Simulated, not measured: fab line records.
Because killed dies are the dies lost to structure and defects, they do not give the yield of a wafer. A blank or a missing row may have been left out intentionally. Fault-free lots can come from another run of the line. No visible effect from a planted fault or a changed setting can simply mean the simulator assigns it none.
Chamber matching	flow n5 finfet	N5_BEOL_M6_ETCH_62 on rie diel-06: 4 sister chambers
The step etches SOC in N2/H2, target depth 110 nm, overetch 22 nm, time 165 s. 4 wafers are shown with their chamber, then 7 later ones without.

EACH WAFER AND ITS CHAMBER
wafer	chamber	showerhead plenum p Torr (Torr)
L079.1	1	2.69
L085.6	3	2.65
L089.1	0	2.41
L089.4	2	2.47

WAFERS WITH NO CHAMBER GIVEN
wafer	showerhead plenum p Torr (Torr)
L089.5	2.64
L091.2	2.40
L091.3	2.47
L091.6	2.64
L093.3	2.47
L093.4	2.47
L093.6	2.64

EACH ONE'S CHAMBER
wafer	from the rows above	in truth
L089.5	3	3
L091.2	0	0
L091.3	2	2
L091.6	3	3
L093.3	2	2
L093.4	2	2
L093.6	3	3
7 of 7 placed correctly. Number that these rows cannot place: 0. Placed wrongly: 0.
How it was worked out, from the rows above alone: a wafer's distance from a chamber is the root of the sum, over the readings, of the square of ((its reading less the chamber's mean) divided by the reading's scatter). If the next closest chamber is less than 2 further off than the closest, the wafer can't be placed; otherwise it belongs to the closest. A chamber's mean is the mean of its shown wafers. The scatter: root of mean squared gap, hidden wafer to nearest shown wafer, with one shown wafer a chamber.
